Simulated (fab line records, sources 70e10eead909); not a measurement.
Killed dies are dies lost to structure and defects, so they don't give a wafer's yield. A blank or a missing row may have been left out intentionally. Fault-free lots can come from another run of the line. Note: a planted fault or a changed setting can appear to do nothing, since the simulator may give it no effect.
A struck lot beside a sound one / flow nand harc / 14 steps out of a route of 1159
Sound: these wafers, L356.1, L356.2, L356.5. Struck: wafer L360.2 (L360.3, L360.6, from the same lot, were not struck and are left out); the cause is given at the end.
For every step that has rows: the tool of each side, followed by ch and its chambers, followed by its first start. Under that, the readings that differ: sound wafers / struck wafers / difference of the means / sigmas: that difference in standard deviations of wafers without a fault.
alike: readings with means less than 2 such deviations apart, plus words and numbers identical on both sides. not compared: withheld readings, readings lacking a value on some wafer, bounds such as >300 that could conceal the same value, and numbers that have no deviation in the record and whose values overlap.
Wherever a step has rows on one side only, a row that says differs or no value, or a row with sigmas, the two part there. When numbers do not overlap yet have no deviation, they are printed without sigmas and do not part them. Lack of a reading on every wafer of one side parts them only where that side has two or more wafers.

first, 4 steps without rows for these wafers: NHARC_A_BONDPAD_EBR_05; NHARC_A_BONDPAD_EXPOSE_06 (exposes mask A BPAD); NHARC_A_BONDPAD_PEB_07 (peb time 80 s); NHARC_A_BONDPAD_DEVELOP_08 (time 50 s).
NHARC_A_BONDPAD_CD_MEAS_09 targets a cd of 500 nm.
  sound on cd sem-03 ch 0, day 18 07:19; struck on cd sem-02 ch 0, day 20 03:19
  alike: cd nm
NHARC_A_BONDPAD_OVL_MEAS_35:
  struck on overlay-02, day 20 03:25; sound on overlay-02, day 18 07:24
  alike: overlay x nm, overlay y nm
then, 1 step without rows for these wafers: NHARC_A_BONDPAD_HARDBAKE_10 (time 65 s).
NHARC_A_BONDPAD_DESCUM_11: chemistry O2, time 3 s.
  sound on rie diel-10 ch 0,2,3, day 18 07:32; struck on rie diel-07 ch 2, day 20 03:33
  alike: drypump motor current A, oes product au, rf vpp V, showerhead plenum p Torr, throttle valve pct
  not compared: rf hours counter h
NHARC_A_BONDPAD_ETCH_34: etches the open film in N2/H2, target depth 60 nm, overetch 18 nm, time 65.91 s.
  sound on rie diel-10 ch 0,1,2, day 18 07:37; struck on rie diel-07 ch 2, day 20 03:38
  alike: drypump motor current A, oes product au, rf vpp V, showerhead plenum p Torr, throttle valve pct
  not compared: rf hours counter h
NHARC_A_BONDPAD_ETCH_12: etches the open film in CHF3/O2, target depth 220 nm, time 110 s.
  sound on rie diel-10 ch 2,3; struck on rie diel-07 ch 1
  alike: drypump motor current A, oes product au, rf vpp V, showerhead plenum p Torr, throttle valve pct
  not compared: rf hours counter h
NHARC_A_BONDPAD_CD_MEAS_13:
  struck on cd sem-02, day 20 03:52; sound on cd sem-01, day 18 07:50
  alike: cd nm
NHARC_A_BONDPAD_STRIP_15: strips in O2.
  sound on rie diel-11 ch 0,2, day 18 07:56; struck on rie diel-07 ch 2, day 20 03:56
  alike: drypump motor current A, oes product au, rf vpp V, showerhead plenum p Torr, throttle valve pct
  not compared: rf hours counter h
NHARC_A_BONDPAD_ETCH_24: etches the open film in CF4/N2, target depth 30 nm, time 72.99 s.
  sound on rie diel-11 ch 2,3, day 18 08:04; struck on rie diel-07 ch 0, day 20 04:05
reading=oes product au (a.u.); sound=1.009 0.981 0.978; struck=0.796; difference=-0.193; sigmas=-13
reading=showerhead plenum p Torr (Torr); sound=2.45 2.47 2.47; struck=2.70; difference=+0.24; sigmas=+2
  alike: cf4 flow sccm, drypump motor current A, rf vpp V, throttle valve pct
  not compared: rf hours counter h
then, 1 step without rows for these wafers: NHARC_A_BONDPAD_STRIP_16 (strips in post etch residue remover, time 600 s).

WHERE THEY PART
Only at NHARC_A_BONDPAD_ETCH_24, as far as this record shows.

WHY: the cause the simulator had injected
rie diel-07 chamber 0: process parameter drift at NHARC_A_BONDPAD_ETCH_24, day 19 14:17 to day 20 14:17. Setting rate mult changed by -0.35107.
